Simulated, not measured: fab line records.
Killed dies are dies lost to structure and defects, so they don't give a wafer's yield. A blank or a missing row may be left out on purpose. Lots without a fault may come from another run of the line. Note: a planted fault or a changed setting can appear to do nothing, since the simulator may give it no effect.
A struck lot beside a sound one + flow n5Finfet + 32 out of 1938 route steps
Sound: the wafers L626.1, L626.2, L626.5. Struck: wafers L614.2, L614.4, L614.6. The cause is named last.
Each step with rows lists, per side, the tool, then ch with its chambers, then its first start. Under that, the readings that differ: sound wafers + struck wafers + difference of the means + sigmas: that difference in standard deviations of wafers without a fault.
alike: same words and numbers on both sides, and readings whose means sit less than 2 such deviations apart. not compared: any withheld reading, any reading some wafer has no value for, any bound like >300 that may hide the same value, and any number with overlapping values for which the record gives no deviation.
Wherever a step has rows on one side only, a row that says differs or no value, or a row with sigmas, the two part there. Non-overlapping numbers with no deviation appear without sigmas and do not part them. Lack of a reading on every wafer of one side parts them only where that side has two or more wafers.

first, 10 steps without rows for these wafers: N5_SD_EPI_P_PRECLEAN_51 (cleans in NF3:NH3, afs cycles 1, time 20 s, sublimation time 60 s); N5_SD_EPI_P_VAPOR_ETCH_44 (etches SiGe30 in NF3/Ar, time 3.3 s); N5_SD_EPI_P_EPI_21 (deposits SiGe:B, time 355 s); N5_SD_EPI_P_HM_STRIP_48 (strips SiNx in H3PO4, material SiNx, target depth 3 nm); N5_SD_EPI_P_SRD_49 (time 30 s); N5_SD_EPI_P_PRECLEAN_24 (cleans in O3/DIW, time 45 s); N5_SD_EPI_P_PRECLEAN_32 (cleans in dHF, time 10 s); N5_SD_EPI_P_PRECLEAN_33 (cleans in SC2, time 45 s); N5_SD_EPI_P_SRD_25 (time 30 s); N5_SD_ACTIVATION_RTA_00 (time 0 s).
N5_SD_ACTIVATION_LSA_01: time 0.0008 s.
  sound on laserAnneal-02 ch 0, day 8 23:01; struck on laserAnneal-02 ch 0, day 6 02:05
| reading          | sound                | struck               | difference | sigmas |
|------------------|----------------------|----------------------|------------|--------|
| wafer_temp_C_max | 1088.0 1085.3 1085.2 | 1107.1 1106.6 1107.1 | +20.8      | +17    |
N5_SD_ACTIVATION_RS_MEAS_03: measures by four-point-probe.
  sound: filmMetro-02 at day 8 23:13; struck: filmMetro-01 at day 6 02:17
| reading          | sound             | struck            | difference | sigmas |
|------------------|-------------------|-------------------|------------|--------|
| RS_SD_N (ohm/sq) | 22.48 22.08 22.30 | 19.53 19.43 19.63 | -2.76      | -10    |
  alike: RS_SD_P
then, 19 steps without rows for these wafers: N5_ILD0_LINER_00 (material SiNx, target thk 4 nm, pulse time 1 s, purge time 2 s); N5_ILD0_FCVD_FILL_01 (material SiO2 flowable, target thk 200 nm, time 328.3 s); N5_ILD0_CURE_02 (time 1800 s); N5_ILD0_CMP_03 (polishes, stops on SiNx, t overpolish 1.9 s, target thk 197.38 nm); N5_ILD0_CMP_07 (polishes SiO2 flowable, stops on poly-Si, t overpolish 1.18 s, target thk 138.88 nm); N5_ILD0_PRECLEAN_10 (cleans in NF3:NH3, afs cycles 5, time 20 s, sublimation time 60 s); N5_ILD0_ALD_15 (deposits SiNx, target thk 24 nm, pulse time 1 s, ald cycles 480); N5_ILD0_CMP_12 (polishes SiNx, stops on poly-Si, t overpolish 6 s, target thk 17.67 nm); N5_SDB_HM_DEP_00 (deposits SiNx from SiH4/NH3/N2, target thk 40 nm, time 35.3 s); N5_SDB_COAT_03 (time 60 s, resist thk 100 nm); N5_SDB_COAT_04 (time 60 s, resist thk 18 nm); N5_SDB_COAT_05 (resist thk 90 nm); N5_SDB_EBR_07; N5_SDB_SOFTBAKE_06 (time 60 s); N5_SDB_EXPOSE_08 (exposes mask SDB); N5_SDB_PEB_09 (peb time 60 s); N5_SDB_DEVELOP_10 (develop time 30 s); N5_SDB_DESCUM_16 (chemistry O2, time 7.9 s); N5_SDB_ETCH_17 (etches SiARC in CF4, target depth 23.4 nm, time 39 s).
N5_BEOL_M4_RC_MEAS_101:
  the record has rows for the sound wafers here (prober-01 ch 0, day 13 15:50) and none for the struck ones

WHERE THEY PART
At N5_SD_ACTIVATION_LSA_01 first; at N5_BEOL_M4_RC_MEAS_101 last (within this record only).

WHY: the cause the simulator had injected
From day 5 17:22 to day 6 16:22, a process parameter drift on laserAnneal-02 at N5_SD_ACTIVATION_LSA_01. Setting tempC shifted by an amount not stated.
